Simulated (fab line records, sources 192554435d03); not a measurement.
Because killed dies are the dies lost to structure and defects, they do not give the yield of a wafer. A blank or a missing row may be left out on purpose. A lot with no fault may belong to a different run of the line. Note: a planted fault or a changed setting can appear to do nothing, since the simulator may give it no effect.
fab line records | flow n5Finfet
record: lots: 6 | wafers: 18 | lastDay: 16
route steps=1938 shown BEOL_M8@1385 PASSIVATION@1936
lots with no fault: from the same line, run without faults
startH: start of the lot's first displayed wafer, in hours after the record's first day | waitH: hours from the lot's prior step to this one | " unchanged from the row above | L1.1+2: several wafers, shown together as one row | - no value, or no start given | * or withheld: withheld | < > ~ a bound
route shown NAME@n: a module of which the file shows steps, and the number in the route of the first | usual: mean and standard deviation over wafers with no fault | same: alike in all rows | chamber/n: place in a boat | sites: the reading at each site | _std_site: how widely they spread, as a standard deviation | _edge_site: inner sites' mean taken away from outer sites' mean | radiusMm: for every site, how far away it sits from the centre of the wafer | mask NAME#n: copy n | behind: the last tool/chamber to shape the wafer | hold: why the lot was held/for how many hours/how that ended | device: the transistor (n, p or np) that didn't switch | end of line: the same wafers' tests at the end of the route | a step given without rows: its recipe and nothing more | killed: dies that structure and defects cost at the first sort, which is not the same as the wafer's yield | map: per-die view of a wafer (x killed, . not killed, _ where there is no die)
set.NAME: setting as actually run; set.NAME@STEP: the setting as run at that earlier step | model.NAME: the simulator's own value behind a step, which no gauge read
a table for each step, a row for each wafer; lots at some steps of the route
services: the hour from which a tool's chamber was out of use, counted from the record's first day as startH (under 0 if before that day), plus the number of hours and why
== steps ==
step: N5_BEOL_M8_CD_MEAS_35
recipe: targetCdNm: 40 | polarity: opening
usual: cdNm: 40.1/0.57
lot.wafer | tool     | chamber | startH | waitH | cdNm
L826.2    | cdSem-02 | -       | 197.48 | 0.0   | 40.2
L826.3    | "        | -       | "      | "     | 40.3
L826.5    | "        | -       | "      | "     | 40.2
L836.3    | cdSem-02 | -       | 277.35 | 0.0   | 39.6
L836.5    | "        | -       | "      | "     | 39.8
L836.6    | "        | -       | "      | "     | 39.5
L837.2    | cdSem-01 | -       | 281.70 | 0.0   | 39.6
L837.3    | "        | -       | "      | "     | 40.5
L837.4    | "        | -       | "      | "     | 40.1
L842.3    | cdSem-02 | -       | 301.33 | 0.0   | 40.6
L842.5    | "        | -       | "      | "     | 39.6
L842.6    | "        | -       | "      | "     | 41.0
L840.2    | cdSem-03 | -       | 301.73 | 0.0   | 40.0
L840.5    | "        | -       | "      | "     | 40.0
L840.6    | "        | -       | "      | "     | 39.4
L845.3    | cdSem-03 | -       | 321.04 | 0.0   | 39.3
L845.4    | "        | -       | "      | "     | 40.8
L845.5    | "        | -       | "      | "     | 39.8
step: N5_BEOL_M8_CURE_75
recipe: tempC: 370 | timeS: 120 | ambient: DMADMS/He | material: SiCOH_lowk
usual: lampPowerPct: 52.31/0.057 | wafer_temp_C_max: 372.0/0.57
lot.wafer | tool      | chamber | startH | waitH | lampPowerPct | wafer_temp_C_max
L826.2    | uvCure-03 | 2       | 197.69 | 0.2   | 52.29        | 371.6
L826.3    | "         | 2       | "      | "     | 52.31        | 370.9
L826.5    | "         | 2       | "      | "     | 52.35        | 371.1
L836.3    | uvCure-03 | 1       | 277.59 | 0.2   | 52.38        | 371.4
L836.5    | "         | 1       | "      | "     | 52.31        | 372.5
L836.6    | "         | 1       | "      | "     | 52.43        | 372.1
L837.2    | uvCure-02 | 0       | 281.79 | 0.1   | 52.34        | 371.8
L837.3    | "         | 0       | "      | "     | 52.22        | 372.0
L837.4    | "         | 0       | "      | "     | 52.27        | 371.8
L842.3    | uvCure-02 | 2       | 301.57 | 0.2   | 52.28        | 371.8
L842.5    | "         | 2       | "      | "     | 52.30        | 372.1
L842.6    | "         | 2       | "      | "     | 52.33        | 372.1
L840.2    | uvCure-03 | 0       | 301.82 | 0.1   | 52.37        | 371.8
L840.5    | "         | 0       | "      | "     | 52.21        | 371.6
L840.6    | "         | 0       | "      | "     | 52.32        | 371.4
L845.3    | uvCure-02 | 1       | 321.18 | 0.1   | 52.31        | 373.2
L845.4    | "         | 1       | "      | "     | 52.36        | 371.9
L845.5    | "         | 1       | "      | "     | 52.39        | 372.6
step: N5_BEOL_M8_DEGAS_44
recipe: ambient: vacuum | tempC: 250 | timeS: 60
usual: heaterPowerW: 360/50 | susceptorTempC: 249.99/0.18
lot.wafer | tool          | chamber | startH | waitH | heaterPowerW | susceptorTempC
L826.2    | pvdSputter-01 | -       | 198.22 | 0.5   | 337          | 249.96
L826.3    | "             | -       | "      | "     | 353          | 249.87
L826.5    | "             | -       | "      | "     | 340          | 250.22
L836.3    | pvdSputter-01 | -       | 278.04 | 0.4   | 411          | 250.06
L836.5    | "             | -       | "      | "     | 338          | 249.86
L836.6    | "             | -       | "      | "     | 366          | 250.19
L837.2    | pvdSputter-02 | -       | 282.19 | 0.3   | 372          | 249.74
L837.3    | "             | -       | "      | "     | 459          | 250.26
L837.4    | "             | -       | "      | "     | 307          | 249.82
L842.3    | pvdSputter-03 | -       | 302.13 | 0.5   | 386          | 250.04
L842.5    | "             | -       | "      | "     | 311          | 250.02
L842.6    | "             | -       | "      | "     | 276          | 250.10
L840.2    | pvdSputter-02 | -       | 302.13 | 0.3   | 367          | 249.46
L840.5    | "             | -       | "      | "     | 372          | 249.64
L840.6    | "             | -       | "      | "     | 456          | 249.82
L845.3    | pvdSputter-03 | -       | 321.82 | 0.6   | 277          | 250.02
L845.4    | "             | -       | "      | "     | 375          | 250.13
L845.5    | "             | -       | "      | "     | 283          | 250.27
step: N5_BEOL_M8_PRE_CLEAN_45
recipe: gas: H2/He | timeS: 30 | tempC: 250
step: N5_BEOL_M8_ALD_77
recipe: material: TaN | targetThkA: 20 | tempC: 275 | aldPrecursorFamily: PDMAT | aldCoReactant: NH3 | pressureTorr: 3 | carrierFlowSccm: 1500 | pulseTimeS: 2 | purgeTimeS: 3 | coReactantPurgeTimeS: 2 | coReactantPulseTimeS: 3 | aldCycles: 40 | precursorVesselTempC: 75 | precursorVesselPressureTorr: 26.25 | precursorVesselCarrierSccm: 1000
step: N5_BEOL_M8_SURFACE_TREAT_79
recipe: gas: Ar | timeS: * | ionEnergyEv: * | ionCurrentMaCm2: 0.5 | pressureMtorr: * | arFlowSccm: 30
usual: throttleValvePct: *
lot.wafer | tool          | chamber | startH | waitH | throttleValvePct
L826.2    | pvdSputter-02 | -       | 198.60 | 0.2   | *
L826.3    | "             | -       | "      | "     | *
L826.5    | "             | -       | "      | "     | *
L836.3    | pvdSputter-01 | -       | 278.60 | 0.3   | *
L836.5    | "             | -       | "      | "     | *
L836.6    | "             | -       | "      | "     | *
L837.2    | pvdSputter-01 | -       | 282.70 | 0.2   | *
L837.3    | "             | -       | "      | "     | *
L837.4    | "             | -       | "      | "     | *
L842.3    | pvdSputter-03 | -       | 302.59 | 0.2   | *
L842.5    | "             | -       | "      | "     | *
L842.6    | "             | -       | "      | "     | *
L840.2    | pvdSputter-03 | -       | 302.63 | 0.2   | *
L840.5    | "             | -       | "      | "     | *
L840.6    | "             | -       | "      | "     | *
L845.3    | pvdSputter-01 | -       | 322.41 | 0.3   | *
L845.4    | "             | -       | "      | "     | *
L845.5    | "             | -       | "      | "     | *
step: N5_BEOL_M8_CVD_78
recipe: material: Co | targetThkA: 20 | tempC: withheld | precursor: CCTBA/H2 | pressureTorr: 30 | timeS: 142.3
step: N5_BEOL_M8_SPUTTER_48
recipe: material: Cu | targetThkA: 100 | tempC: -20 | biasV: 60 | powerW: 26000 | chamberPressurePa: 0.13 | timeS: 1.667
step: N5_BEOL_M8_ECD_50
recipe: material: Cu | targetThkA: 3000
step: N5_BEOL_M8_ANNEAL_51
recipe: tempC: 225 | timeS: 90 | ambient: N2
step: N5_BEOL_M8_CMP_52
recipe: stopOn: SiCOH_lowk | tOverpolishS: 6.9 | downForcePsi: 1 | platenRpm: 50 | clearingPlatenDownForcePsi: 1.5 | clearingPlatenRpm: 50 | postCmpClean: cuAlkaline | targetThkNm: 80 | clearingPlatenPadVelocityMS: 0.99484 | padVelocityMS: 0.99484
usual: barrierFieldEndpointS: 28.9/0.79 | motorCurrentA: 5.8/0.54 | overpolishRunS: 6.899/0.0087 | platenRpm: 50.00/0.032 | retainingRingPressureFrac: 1.001/0.0049 | timeToEndpointS: 63/3.5
same: tOverpolishS: 6.9
lot.wafer | tool   | chamber | startH | waitH | barrierFieldEndpointS | motorCurrentA | overpolishRunS | platenRpm | retainingRingPressureFrac | timeToEndpointS
L826.3    | cmp-01 | 2       | 199.38 | 0.2   | 28.5                  | 5.6           | 6.919          | 50.02     | 0.998                     | 57
L826.2    | "      | 0       | "      | "     | 29.1                  | 6.0           | 6.892          | 50.00     | 0.996                     | 63
L826.5    | "      | 2       | "      | "     | 27.9                  | 5.6           | 6.910          | 50.00     | 0.998                     | 58
L836.3    | cmp-01 | 1       | 279.44 | 0.2   | 28.7                  | 5.8           | 6.908          | 50.02     | 1.008                     | 63
L836.6    | "      | 0       | "      | "     | 28.1                  | 6.5           | 6.907          | 50.01     | 1.002                     | 61
L836.5    | "      | 1       | "      | "     | 29.2                  | 6.0           | 6.905          | 50.03     | 1.003                     | 64
L837.4    | cmp-03 | 1       | 285.42 | 0.2   | 30.3                  | 5.2           | 6.916          | 50.00     | 0.998                     | 70
L837.3    | "      | 3       | "      | "     | 27.9                  | 5.6           | 6.896          | 50.00     | 1.002                     | 58
L837.2    | "      | 0       | "      | "     | 29.1                  | 5.7           | 6.904          | 49.96     | 0.992                     | 68
L842.3    | cmp-03 | 3       | 303.36 | 0.2   | 28.5                  | 5.7           | 6.892          | 50.01     | 1.003                     | 61
L842.6    | "      | 1       | "      | "     | 30.7                  | 5.3           | 6.911          | 49.97     | 1.009                     | 70
L842.5    | "      | 2       | "      | "     | 29.0                  | 5.5           | 6.883          | 49.98     | 1.001                     | 64
L840.2    | cmp-01 | 2       | 303.85 | 0.3   | 27.4                  | 5.4           | 6.906          | 49.94     | 1.001                     | 57
L840.6    | "      | 3       | "      | "     | 28.7                  | 6.8           | 6.897          | 49.98     | 1.001                     | 62
L840.5    | "      | 0       | "      | "     | 27.4                  | 5.9           | 6.893          | 50.00     | 1.003                     | 59
L845.4    | cmp-03 | 3       | 323.42 | 0.2   | 28.8                  | 5.7           | 6.897          | 50.03     | 1.001                     | 58
L845.3    | "      | 0       | "      | "     | 29.3                  | 5.4           | 6.919          | 50.01     | 1.011                     | 65
L845.5    | "      | 2       | "      | "     | 29.7                  | 6.0           | 6.901          | 50.02     | 1.003                     | 66
step: N5_BEOL_M8_THK_MEAS_53
recipe: thkMeasGauge: xrf | reads: Cu_of_BEOL_M8_ECD_50
usual: M8_THK: 79.8/1.9
lot.wafer | tool         | chamber | startH | waitH | M8_THK[nm]
L826.2    | filmMetro-02 | -       | 199.64 | -     | 79.6
L826.3    | "            | -       | "      | "     | 80.7
L826.5    | "            | -       | "      | "     | 79.2
L836.3    | filmMetro-02 | -       | 279.69 | -     | 79.6
L836.5    | "            | -       | "      | "     | 81.9
L836.6    | "            | -       | "      | "     | 77.9
L837.2    | filmMetro-01 | -       | 285.71 | -     | 82.9
L837.3    | "            | -       | "      | "     | 81.2
L837.4    | "            | -       | "      | "     | 84.3
L842.3    | filmMetro-01 | -       | 303.59 | -     | 79.9
L842.5    | "            | -       | "      | "     | 80.5
L842.6    | "            | -       | "      | "     | 84.1
L840.2    | filmMetro-02 | -       | 304.03 | -     | 75.7
L840.5    | "            | -       | "      | "     | 78.6
L840.6    | "            | -       | "      | "     | 75.5
L845.3    | filmMetro-01 | -       | 323.68 | -     | 80.1
L845.4    | "            | -       | "      | "     | 80.5
L845.5    | "            | -       | "      | "     | 79.5
step: N5_BEOL_M8_PRE_CLEAN_55
recipe: gas: NH3 | timeS: 15 | tempC: withheld | rfPowerW: 300
usual: rfFwdPowerW: 294.5/1.7
lot.wafer | tool     | chamber | startH | waitH | rfFwdPowerW
L826.2    | pecvd-03 | 0       | 199.68 | 0.0   | 291.0
L826.3    | "        | 1       | "      | "     | 293.8
L826.5    | "        | 0       | "      | "     | 291.7
L836.3    | pecvd-03 | 0       | 279.73 | 0.0   | 318.5
L836.5    | "        | 1       | "      | "     | 322.0
L836.6    | "        | 2       | "      | "     | 321.3
L837.2    | pecvd-03 | 2       | 285.75 | 0.0   | 323.2
L837.3    | "        | 1       | "      | "     | 320.5
L837.4    | "        | 1       | "      | "     | 321.2
L842.3    | pecvd-04 | 2       | 303.62 | 0.0   | 293.4
L842.5    | "        | 2       | "      | "     | 293.0
L842.6    | "        | 0       | "      | "     | 296.3
L840.2    | pecvd-01 | 1       | 304.07 | 0.0   | 295.6
L840.5    | "        | 0       | "      | "     | 296.8
L840.6    | "        | 2       | "      | "     | 297.7
L845.3    | pecvd-04 | 2       | 323.71 | 0.0   | 292.6
L845.4    | "        | 1       | "      | "     | 295.6
L845.5    | "        | 0       | "      | "     | 294.9
step: N5_BEOL_M8_DEP_56
recipe: material: SiCN | targetThkA: 100 | tempC: withheld | precursor: 3MS/NH3 | pressureTorr: 3 | rfW: 202 | timeS: 17.5
usual: showerheadPlenumPTorr: 3.668/0.014 | throttleValvePct: 9.0/0.53
lot.wafer | tool     | chamber | startH | waitH | showerheadPlenumPTorr | throttleValvePct
L826.2    | pecvd-03 | 0       | 199.70 | 0.0   | 3.663                 | 9.1
L826.3    | "        | 1       | "      | "     | 3.689                 | 9.6
L826.5    | "        | 0       | "      | "     | 3.667                 | 9.0
L836.3    | pecvd-03 | 0       | 279.75 | 0.0   | 3.658                 | 9.0
L836.5    | "        | 1       | "      | "     | 3.690                 | 9.6
L836.6    | "        | 2       | "      | "     | 3.656                 | 8.7
L837.2    | pecvd-03 | 2       | 285.77 | 0.0   | 3.655                 | 8.3
L837.3    | "        | 1       | "      | "     | 3.682                 | 9.4
L837.4    | "        | 1       | "      | "     | 3.694                 | 9.3
L842.3    | pecvd-04 | 2       | 303.65 | 0.0   | 3.687                 | 8.0
L842.5    | "        | 2       | "      | "     | 3.686                 | 8.2
L842.6    | "        | 0       | "      | "     | 3.653                 | 9.0
L840.2    | pecvd-01 | 1       | 304.10 | 0.0   | 3.673                 | 9.1
L840.5    | "        | 0       | "      | "     | 3.655                 | 9.0
L840.6    | "        | 2       | "      | "     | 3.674                 | 8.4
L845.3    | pecvd-04 | 2       | 323.74 | 0.0   | 3.689                 | 8.2
L845.4    | "        | 1       | "      | "     | 3.658                 | 9.5
L845.5    | "        | 0       | "      | "     | 3.647                 | 9.1
step: N5_PASSIVATION_PROBE_49
usual: defectLimitedYield: 91.3/1.5 | killed_at_M0_to_M3: 34/11 | killed_at_M4_up: 14/6.1 | killedAtContacts: 12/5.9 | killedAtFrontEnd: 39/11 | killedAtOther: 4/3.3 | killedDies: 102/18 | killedOpen: 67/13 | killedShort: 33/7.9 | sort_bin_5_function: 5.1/1 | sort_bin_6_memory: 3.3/0.7 | sortNPass: 1077/19 | sortYieldPct: 91.3/1.6
same: grossDies: 1180 | killedAtBackSide: 0 | sort_bin_4_leakage[%]: 0 | sort_bin_8_speed[%]: 0
lot.wafer | tool      | chamber | startH | waitH | defectLimitedYield[%] | killed_at_M0_to_M3 | killed_at_M4_up | killedAtContacts | killedAtFrontEnd | killedAtOther | killedDies | killedOpen | killedShort | sort_bin_5_function[%] | sort_bin_6_memory[%] | sortNPass | sortYieldPct[%]
L836.3    | prober-02 | -       | 343.12 | 0.1   | 93.5                  | 36                 | 9               | 7                | 25               | 0             | 77         | 44         | 26          | 3.1                    | 2.9                  | 1103      | 93.5
L836.5    | prober-02 | -       | 343.22 | 0.2   | 89.9                  | 44                 | 19              | 16               | 40               | 0             | 119        | 80         | 33          | 6.2                    | 3.4                  | 1061      | 89.9
L837.2    | prober-02 | -       | 348.25 | 0.1   | 93.4                  | 23                 | 11              | 8                | 32               | 4             | 78         | 48         | 30          | 4.5                    | 1.9                  | 1102      | 93.4
L837.3    | prober-02 | -       | 348.30 | 0.1   | 91.7                  | 29                 | 14              | 6                | 36               | 13            | 98         | 63         | 32          | 4.5                    | 3.4                  | 1082      | 91.7
L837.4    | prober-02 | -       | 348.35 | 0.2   | 91.4                  | 38                 | 12              | 6                | 38               | 8             | 102        | 71         | 30          | 5.3                    | 2.9                  | 1078      | 91.4
L842.3    | prober-02 | -       | 373.53 | 0.1   | 93.9                  | 25                 | 12              | 4                | 25               | 6             | 72         | 47         | 24          | 3.5                    | 2.5                  | 1108      | 93.9
L842.5    | prober-02 | -       | 373.63 | 0.2   | 93.6                  | 21                 | 12              | 7                | 34               | 1             | 75         | 44         | 27          | 4.2                    | 1.9                  | 1105      | 93.6
L842.6    | prober-02 | -       | 373.68 | 0.3   | 91.9                  | 36                 | 12              | 9                | 37               | 2             | 96         | 55         | 37          | 4.9                    | 2.5                  | 1084      | 91.9
L840.2    | prober-02 | -       | 376.34 | 0.1   | 90.2                  | 36                 | 16              | 15               | 48               | 1             | 116        | 81         | 33          | 5.4                    | 4.2                  | 1064      | 90.2
L840.5    | prober-02 | -       | 376.49 | 0.2   | 90.6                  | 28                 | 37              | 7                | 34               | 5             | 111        | 80         | 24          | 5.8                    | 3.2                  | 1069      | 90.6
L840.6    | prober-02 | -       | 376.54 | 0.3   | 89.0                  | 40                 | 30              | 10               | 44               | 6             | 130        | 95         | 32          | 5.6                    | 5.0                  | 1050      | 89.0
L845.3    | prober-01 | -       | 386.77 | 0.1   | 92.3                  | 31                 | 12              | 13               | 35               | 0             | 91         | 58         | 29          | 5.4                    | 2.1                  | 1089      | 92.3
L845.4    | prober-01 | -       | 386.82 | 0.2   | 92.5                  | 27                 | 11              | 13               | 35               | 2             | 88         | 53         | 33          | 3.7                    | 3.5                  | 1092      | 92.5
L845.5    | prober-01 | -       | 386.87 | 0.2   | 93.5                  | 31                 | 7               | 8                | 29               | 2             | 77         | 49         | 26          | 4.3                    | 1.9                  | 1103      | 93.5
killed by level:class
L836.3 BEOL_M0_SAQP:geometricParticle:short=10 BEOL_M0_SAQP:geometricParticle:open=8 MOL_CONTACT_COAG:geometricParticle:open=6 BEOL_M2:geometricParticle:open=5 STI_FIN_REVEAL:geometricParticle:open=4 BEOL_M4:geometricParticle:open=4 STARTING-WAFER:geometricParticle:open=4 HKMG_FIN:areaEtch=4
L836.5 MOL_CONTACT_COAG:geometricParticle:open=14 BEOL_M4:geometricParticle:open=12 BEOL_M0_SAQP:geometricParticle:short=8 BEOL_M0_SAQP:geometricParticle:open=8 BEOL_M2:geometricParticle:open=8 BEOL_M3:geometricParticle:open=7 BEOL_M1:geometricParticle:open=6 STARTING-WAFER:geometricParticle:short=6
L837.2 STI_FIN_REVEAL:geometricParticle:open=9 BEOL_M3:geometricParticle:open=9 MOL_CONTACT_COAG:geometricParticle:open=6 STI_FIN_REVEAL:geometricParticle:short=4 ILD0:geometricParticle:short=4 BEOL_M4:geometricParticle:open=4 FIN_SAQP:geometricParticle:short=3 BEOL_M0_SAQP:geometricParticle:open=3
L837.3 STI_FIN_REVEAL:geometricParticle:open=13 BEOL_M0_SAQP:geometricParticle:short=11 BEOL_M0_SAQP:geometricParticle:open=9 FIN_SAQP:geometricParticle:open=5 MOL_CONTACT_COAG:geometricParticle:open=5 FIN_SAQP:geometricParticle:short=4 BEOL_M3:geometricParticle:open=4 STARTING-WAFER:geometricParticle:open=4
L837.4 STI_FIN_REVEAL:geometricParticle:open=15 BEOL_M0_SAQP:geometricParticle:short=10 BEOL_M3:geometricParticle:open=8 BEOL_M0_SAQP:geometricParticle:open=7 FIN_SAQP:geometricParticle:open=6 MOL_CONTACT_COAG:geometricParticle:open=5 BEOL_M1:geometricParticle:open=5 STARTING-WAFER:geometricParticle:short=5
L842.3 BEOL_M0_SAQP:geometricParticle:short=9 BEOL_M0_SAQP:geometricParticle:open=7 STI_FIN_REVEAL:geometricParticle:open=5 BEOL_M1:geometricParticle:open=5 STARTING-WAFER:geometricParticle:short=4 BEOL_M4:geometricParticle:open=4 GATE_CUT:geometricParticle:open=3 MOL_CONTACT_COAG:geometricParticle:open=3
L842.5 FIN_SAQP:geometricParticle:open=8 BEOL_M3:geometricParticle:open=5 MOL_CONTACT_COAG:geometricParticle:open=4 BEOL_M0_SAQP:geometricParticle:short=4 BEOL_M4:geometricParticle:open=4 STARTING-WAFER:geometricParticle:short=4 FIN_SAQP:geometricParticle:short=3 GATE_CUT:geometricParticle:short=3
L842.6 BEOL_M0_SAQP:geometricParticle:short=11 BEOL_M0_SAQP:geometricParticle:open=10 FIN_SAQP:geometricParticle:short=7 FIN_SAQP:geometricParticle:open=7 MOL_CONTACT_COAG:geometricParticle:open=7 BEOL_M3:geometricParticle:open=6 STARTING-WAFER:geometricParticle:open=4 HKMG_FIN:areaEtch=4
L840.2 BEOL_M2:geometricParticle:open=16 STI_FIN_REVEAL:geometricParticle:open=14 FIN_SAQP:geometricParticle:open=10 MOL_CONTACT_COAG:geometricParticle:open=9 BEOL_M0_SAQP:geometricParticle:open=8 DUMMY_GATE:geometricParticle:open=7 MOL_CONTACT_COAG:geometricParticle:short=6 FIN_SAQP:geometricParticle:short=5
L840.5 BEOL_M4:geometricParticle:open=20 BEOL_M2:geometricParticle:open=10 FIN_SAQP:geometricParticle:open=7 STI_FIN_REVEAL:geometricParticle:open=7 DUMMY_GATE:geometricParticle:open=5 MOL_CONTACT_COAG:geometricParticle:open=5 BEOL_M3:geometricParticle:open=5 BEOL_M5:geometricParticle:open=5
L840.6 BEOL_M4:geometricParticle:open=16 STI_FIN_REVEAL:geometricParticle:open=14 BEOL_M2:geometricParticle:open=14 MOL_CONTACT_COAG:geometricParticle:open=10 FIN_SAQP:geometricParticle:short=6 BEOL_M0_SAQP:geometricParticle:short=6 ILD0:geometricParticle:open=6 BEOL_M3:geometricParticle:open=6
L845.3 STI_FIN_REVEAL:geometricParticle:open=11 BEOL_M0_SAQP:geometricParticle:short=10 FIN_SAQP:geometricParticle:open=8 BEOL_M0_SAQP:geometricParticle:open=8 MOL_CONTACT_COAG:geometricParticle:open=7 BEOL_M1:geometricParticle:open=5 GATE_CUT:geometricParticle:short=5 MOL_CONTACT_COAG:geometricParticle:short=4
L845.4 MOL_CONTACT_COAG:geometricParticle:open=10 BEOL_M0_SAQP:geometricParticle:short=8 BEOL_M0_SAQP:geometricParticle:open=6 STARTING-WAFER:geometricParticle:open=6 FIN_SAQP:geometricParticle:open=5 DUMMY_GATE:geometricParticle:open=4 GATE_CUT:geometricParticle:short=4 BEOL_M3:geometricParticle:open=4
L845.5 BEOL_M1:geometricParticle:open=8 BEOL_M0_SAQP:geometricParticle:open=7 GATE_CUT:geometricParticle:short=5 GATE_CUT:geometricParticle:open=5 MOL_CONTACT_COAG:geometricParticle:open=5 FIN_SAQP:geometricParticle:short=4 BEOL_M0_SAQP:geometricParticle:short=4 FIN_SAQP:geometricParticle:open=3
== services ==
tool          | chamber | startH | hours | kind
pecvd-04      | 0       | 174.70 | 5.5   | scheduledDown
cmp-01        | -       | 189.59 | 0.3   | repair
cmp-01        | -       | 193.67 | 4.0   | pm
cmp-01        | -       | 197.67 | -     | consumableReplace:conditioner
cmp-01        | -       | 197.67 | -     | consumableReplace:pad
cmp-03        | -       | 203.49 | 4.3   | repair
uvCure-03     | -       | 209.53 | 7.5   | pm
uvCure-02     | -       | 211.26 | 0.3   | repair
cmp-01        | -       | 218.47 | 1.5   | repair
pecvd-01      | -       | 219.34 | 6.0   | pm
uvCure-03     | -       | 233.15 | 0.6   | repair
cmp-03        | -       | 234.33 | 1.3   | repair
pecvd-01      | 2       | 234.42 | 2.5   | repair
pecvd-01      | 2       | 236.96 | -     | clean
cmp-01        | -       | 241.90 | 1.7   | repair
cmp-01        | -       | 256.66 | 12.8  | pm
uvCure-03     | -       | 267.64 | 2.1   | pm
pecvd-03      | 2       | 270.65 | 2.1   | repair
cmp-03        | -       | 281.47 | 1.8   | repair
pecvd-03      | 1       | 288.67 | 5.5   | scheduledDown
pvdSputter-01 | -       | 290.79 | 0.8   | repair
pvdSputter-01 | -       | 294.87 | 7.9   | repair
pecvd-03      | 0       | 303.45 | 5.0   | repair
pecvd-01      | 0       | 316.01 | 5.0   | repair
== key ==
firstSign: step: N5_BEOL_M8_PRE_CLEAN_55 | reading: rfFwdPowerW | direction: up | sigmas: 15 | usual: * | struck: *
effect none on later readings
metAt N5_BEOL_M8_PRE_CLEAN_55
struckWafers L836.3,L836.5,L836.6,L837.2,L837.3,L837.4
onsetBetween 199.68 279.73
fault: kind: processParameterDrift | tool: pecvd-03 | chamber: - | onsetH: 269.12 | steps: N5_BEOL_M8_PRE_CLEAN_55 | channel: rfPowerW | offset: * | shape: step | endH: 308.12 | actsIn: * | stated: *
